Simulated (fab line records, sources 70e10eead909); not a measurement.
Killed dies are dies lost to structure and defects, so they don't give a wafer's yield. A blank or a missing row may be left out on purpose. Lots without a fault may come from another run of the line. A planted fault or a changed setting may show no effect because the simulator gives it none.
Which tool did it? | flow nand_harc | 13 lots, 39 wafers sampled, at 4 steps of a route of 1302

WHAT THE GAUGES READ, wafer by wafer
NHARC_END_SORT_01. Usual: killed_at_array 51, standard deviation 17; killed_at_other 1.6, standard deviation 2.1; killed_at_periphery 4, standard deviation 3.2; killed_dies 57, standard deviation 18; killed_open 2.9, standard deviation 1.7; killed_short 2.3, standard deviation 1.3.
lot  | measured     | on        | killed_at_array | killed_at_other | killed_at_periphery | killed_dies | killed_open | killed_short | flag
L847 | day 31 07:17 | prober-01 | 52 654 53       | 1 0 0           | 1 8 1               | 54 662 54   | 2 7 3       | 2 2 1        | OFF
L850 | day 31 12:51 | prober-02 | 669 53 46       | 0 1 0           | 3 0 4               | 672 54 50   | 2 3 4       | 4 5 3        | OFF

WHICH TOOL RAN EACH LOT (tool, then ch and the chambers of the sampled wafers, then the start)
lot  | NHARC_A_SGD_CUT_ETCH_15                       | NHARC_A_SGD_CUT_ETCH_16            | NHARC_A_SGD_CUT_CMP_21
L835 | rie_diel-11 ch 0,1,3, day 20 03:15 or earlier | rie_diel-11 ch 2,3, day 20 03:15   | cmp-03 ch 0,1,2, day 20 08:51
L833 | rie_diel-07 ch 0,1,2, day 20 04:20 or earlier | rie_diel-07 ch 1,2, day 20 04:20   | cmp-01 ch 0,2,3, day 20 08:49
L836 | rie_diel-07 ch 1,2, day 20 11:45 or earlier   | rie_diel-07 ch 1,2, day 20 11:45   | cmp-01 ch 0,2,3, day 20 19:20
L834 | rie_diel-01 ch 0,2,3, day 20 14:31 or earlier | rie_diel-01 ch 2,3, day 20 14:31   | cmp-02 ch 1,2,3, day 20 19:20
L838 | rie_diel-07 ch 1,3, day 21 20:16 or earlier   | rie_diel-07 ch 0,1,3, day 21 20:16 | cmp-03 ch 2,3, day 22 01:55
L837 | rie_diel-11 ch 0,1,2, day 21 20:46 or earlier | rie_diel-11 ch 0,3, day 21 20:46   | cmp-01 ch 1,2, day 22 01:56
L839 | rie_diel-11 ch 0,1,3, day 22 06:16 or earlier | rie_diel-11 ch 0,2,3, day 22 06:16 | cmp-03 ch 0,1,3, day 22 11:37
L841 | rie_diel-07 ch 0,3, day 23 20:55 or earlier   | rie_diel-07 ch 1,3, day 23 20:55   | cmp-01 ch 0,3, day 24 01:55
L847 | rie_diel-07 ch 0,1, day 25 22:35 or earlier   | rie_diel-07 ch 0,1,3, day 25 22:35 | cmp-01 ch 1,2, day 26 04:07
L850 | rie_diel-07 ch 0,2,3, day 26 07:08 or earlier | rie_diel-07 ch 0,1,2, day 26 07:08 | cmp-01 ch 0,2,3, day 26 12:44
L852 | rie_diel-11 ch 0,2, day 28 03:13 or earlier   | rie_diel-11 ch 0,1,3, day 28 03:13 | cmp-01 ch 1,2, day 28 07:40
L853 | rie_diel-01 ch 0,2,3, day 28 05:26 or earlier | rie_diel-01 ch 0,2,3, day 28 05:26 | cmp-01 ch 0,3, day 28 07:50
L855 | rie_diel-11 ch 0,1, day 28 09:40 or earlier   | rie_diel-11 ch 0,1,2, day 28 09:40 | cmp-01 ch 0,1,2, day 28 14:59
- NHARC_A_SGD_CUT_ETCH_15: etches the open film in CH3F/O2, target depth 75 nm, time 64.3 s.
- NHARC_A_SGD_CUT_ETCH_16: etches the open film in C4F8/O2/Ar, target depth 310.5 nm, time 155.2 s.
- NHARC_A_SGD_CUT_CMP_21: polishes, target thk 148.19 nm.

WHAT THE TOOLS THEMSELVES READ (means of the sampled wafers that have a number; where no wafer has one, the mark that the record gives instead)
NHARC_A_SGD_CUT_ETCH_15. Usual: drypump_motor_current_A 5.7 A, standard deviation 0.56; oes_product_au 0.962 a.u., standard deviation 0.012; rf_vpp_V 264.4 V, standard deviation 1.7; run_length_s 85.7 s, standard deviation 0.52; showerhead_plenum_p_Torr 2.50 Torr, standard deviation 0.099; throttle_valve_pct 20.663 %, standard deviation 0.011.
lot  | tool        | drypump_motor_current_A (A) | oes_product_au (a.u.) | rf_vpp_V (V) | run_length_s (s) | showerhead_plenum_p_Torr (Torr) | throttle_valve_pct (%) | flag
L835 | rie_diel-11 | 5.7                         | 0.957                 | 264.6        | 85.9             | 2.44                            | 20.649                 |
L833 | rie_diel-07 | 5.5                         | 0.958                 | 264.4        | 85.4             | 2.50                            | 20.658                 |
L836 | rie_diel-07 | 6.1                         | 0.963                 | 263.4        | 85.3             | 2.40                            | 20.664                 |
L834 | rie_diel-01 | 5.6                         | 0.971                 | 264.1        | 86.1             | 2.48                            | 20.670                 |
L838 | rie_diel-07 | 6.3                         | 0.962                 | 262.9        | 85.7             | 2.41                            | 20.665                 |
L837 | rie_diel-11 | 5.9                         | 0.965                 | 263.4        | 85.6             | 2.47                            | 20.670                 |
L839 | rie_diel-11 | 5.7                         | 0.961                 | 264.1        | 85.7             | 2.44                            | 20.661                 |
L841 | rie_diel-07 | 5.2                         | 0.960                 | 266.2        | 85.6             | 2.61                            | 20.663                 |
L847 | rie_diel-07 | 5.7                         | 0.968                 | 263.6        | 85.5             | 2.43                            | 20.660                 |
L850 | rie_diel-07 | 5.5                         | 0.949                 | 265.5        | 85.3             | 2.56                            | 20.664                 |
L852 | rie_diel-11 | 6.1                         | 0.962                 | 262.4        | 85.5             | 2.38                            | 20.659                 |
L853 | rie_diel-01 | 5.6                         | 0.967                 | 264.5        | 86.0             | 2.47                            | 20.660                 |
L855 | rie_diel-11 | 5.8                         | 0.960                 | 263.3        | 85.5             | 2.45                            | 20.667                 |

NHARC_A_SGD_CUT_ETCH_16. Usual: oes_product_au 0.972 a.u., standard deviation 0.01; rf_vpp_V 725 V, standard deviation 4.3; run_length_s 176.6 s, standard deviation 0.51.
lot  | tool        | oes_product_au (a.u.) | rf_vpp_V (V) | run_length_s (s) | flag
L835 | rie_diel-11 | 0.983                 | 728          | 176.5            |
L833 | rie_diel-07 | 0.969                 | 722          | 176.0            |
L836 | rie_diel-07 | 0.978                 | 723          | 175.8            |
L834 | rie_diel-01 | 0.984                 | 724          | 177.3            |
L838 | rie_diel-07 | 0.965                 | 726          | 176.3            |
L837 | rie_diel-11 | 0.970                 | 722          | 177.1            |
L839 | rie_diel-11 | 0.973                 | 723          | 176.5            |
L841 | rie_diel-07 | 0.977                 | 721          | 176.4            |
L847 | rie_diel-07 | 0.972                 | 725          | 182.5            | OFF
L850 | rie_diel-07 | 0.965                 | 725          | 181.9            | OFF
L852 | rie_diel-11 | 0.971                 | 722          | 176.7            |
L853 | rie_diel-01 | 0.976                 | 724          | 176.9            |
L855 | rie_diel-11 | 0.961                 | 723          | 176.3            |

NHARC_A_SGD_CUT_CMP_21. Usual: motor_current_A 12.5 A, standard deviation 1.2; pad_life_wafers 206, standard deviation 100; retaining_ring_pressure_frac 1.000, standard deviation 0.0046; time_to_endpoint_s 48.4 s, standard deviation 2.3.
lot  | tool   | motor_current_A (A) | pad_life_wafers | retaining_ring_pressure_frac | time_to_endpoint_s (s) | flag
L835 | cmp-03 | 12.3                | 26              | 0.996                        | 43.6                   |
L833 | cmp-01 | 12.6                | 253             | 0.996                        | 50.3                   |
L836 | cmp-01 | 12.6                | 290             | 1.003                        | 47.5                   |
L834 | cmp-02 | 12.2                | 200             | 1.000                        | 47.5                   |
L838 | cmp-03 | 13.5                | 156             | 1.003                        | 52.2                   |
L837 | cmp-01 | 12.9                | 55              | 0.994                        | 49.1                   |
L839 | cmp-03 | 13.4                | 200             | 1.003                        | 53.3                   |
L841 | cmp-01 | 12.6                | 222             | 0.999                        | 49.3                   |
L847 | cmp-01 | 12.8                | 84              | 1.001                        | 48.1                   |
L850 | cmp-01 | 12.5                | 135             | 1.002                        | 49.0                   |
L852 | cmp-01 | 13.2                | 348             | 1.003                        | 49.7                   |
L853 | cmp-01 | 12.5                | 355             | 0.996                        | 46.3                   |
L855 | cmp-01 | 12.8                | 373             | 0.997                        | 49.4                   |

THE ANSWER, worked out from the rows above alone
Rule: a lot is off if the mean of its wafers that have a number lies more than 3 standard deviations from the usual mean. A lot without any number at a reading at which 4 lots or more have one is off too. The other lots that the step has rows for count as sound. The gauges are gone through in route order, then the tools' own readings, and for those a lot's mean is taken as printed above. The first step at which some lot is off is used, and at that step the reading that is off furthest; a lot without a number counts as furthest.
Off: L847, L850, at NHARC_END_SORT_01 (killed_at_array). Neither off nor sound, because the step has no rows for them: L835, L833, L836, L834, L838, L837, L839, L841, L852, L853, L855.
A tool fits if, at a process step before that reading, it ran every lot that is off, and no sound lot after the first of them. The gauges at NHARC_END_SORT_01 aren't tried: what is off there is off at NHARC_A_SGD_CUT_ETCH_16 too, on other tools, and a gauge's error can't cause that. NHARC_A_SGD_CUT_ETCH_15 gives no start for some lots, so the hours and the order of its lots are those of NHARC_A_SGD_CUT_ETCH_16. Can't be told from this: 2 tools fit, rie_diel-07 at NHARC_A_SGD_CUT_ETCH_15 and NHARC_A_SGD_CUT_ETCH_16, cmp-01 at NHARC_A_SGD_CUT_CMP_21.

WHAT THE SIMULATOR HAD PUT IN
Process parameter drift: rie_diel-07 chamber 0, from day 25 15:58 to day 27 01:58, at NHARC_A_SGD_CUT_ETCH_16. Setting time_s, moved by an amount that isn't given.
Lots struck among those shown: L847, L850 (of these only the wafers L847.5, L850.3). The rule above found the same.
